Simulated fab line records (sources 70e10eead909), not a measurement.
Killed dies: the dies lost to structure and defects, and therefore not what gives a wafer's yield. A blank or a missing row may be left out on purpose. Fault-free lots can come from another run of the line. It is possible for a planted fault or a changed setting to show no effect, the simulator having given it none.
The tool behind it: which one?    flow nandHarc    Sampling: 6 lots, 18 wafers, 3 of 1302 route steps

## WHAT THE GAUGES READ, wafer by wafer
NHARC_P_GATE_CD_MEAS_33.
lot   measured      on        cdNm (nm)
L997  day 6 10:35   cdSem-03  123.8 120.1 123.5
L100  day 7 14:11   cdSem-01  120.9 123.3 119.3
L110  day 11 23:46  cdSem-02  121.0 116.7 117.5
L113  day 13 01:31  cdSem-02  114.9 119.0 117.6
L115  day 14 06:11  cdSem-02  118.6 115.7 124.8
L117  day 14 16:50  cdSem-01  118.8 119.9 119.0

## WHAT TOOL EACH LOT RAN ON (gives the tool, then ch and the chambers of the sampled wafers, and finally the start)
lot   NHARC_P_ZERO_WELL_ETCH_63        NHARC_P_STI_ETCH_31
L997  rieSi-01 ch 1,2, day 3 03:41     rieDiel-13 ch 0,3, day 6 10:35 or earlier
L100  rieSi-01 ch 0,2,3, day 4 09:49   rieDiel-09 ch 0,1, day 7 14:11 or earlier
L110  rieSi-03 ch 1,3, day 8 13:49     rieDiel-13 ch 0,1,2, day 11 23:46 or earlier
L113  rieSi-01 ch 1,2,3, day 9 19:37   rieDiel-13 ch 0,1,3, day 13 01:31 or earlier
L115  rieSi-02 ch 0,3, day 10 15:42    rieDiel-13 ch 2,3, day 14 06:11 or earlier
L117  rieSi-03 ch 1,2,3, day 11 11:40  rieDiel-10 ch 0,1,3, day 14 16:50 or earlier
- NHARC_P_ZERO_WELL_ETCH_63: etches the open film in HBr/Cl2, target depth 120 nm, time 40.1 s.
- NHARC_P_STI_ETCH_31: etches the open film in CF4/CHF3, target depth 108.9 nm, time 54.5 s.

## THE ANSWER, worked out from the rows above alone
Rule: the lots themselves supply what counts as usual. Put in order of their means at a reading, lots are off if they are a third of the lots or fewer, leave a main group of 4 or more, and stand apart from it by a gap of 3 or more times the standard deviation of the main group's means; of several such gaps the widest counts. Not used: any main group whose means are identical at the precision the tables above print for the reading. A lot without any number at a reading at which 4 lots or more have one is off too. The other lots that the step has rows for count as sound.
No lot is off at any reading shown: from this, nothing can be told.

## WHAT WAS PUT IN BY THE SIMULATOR
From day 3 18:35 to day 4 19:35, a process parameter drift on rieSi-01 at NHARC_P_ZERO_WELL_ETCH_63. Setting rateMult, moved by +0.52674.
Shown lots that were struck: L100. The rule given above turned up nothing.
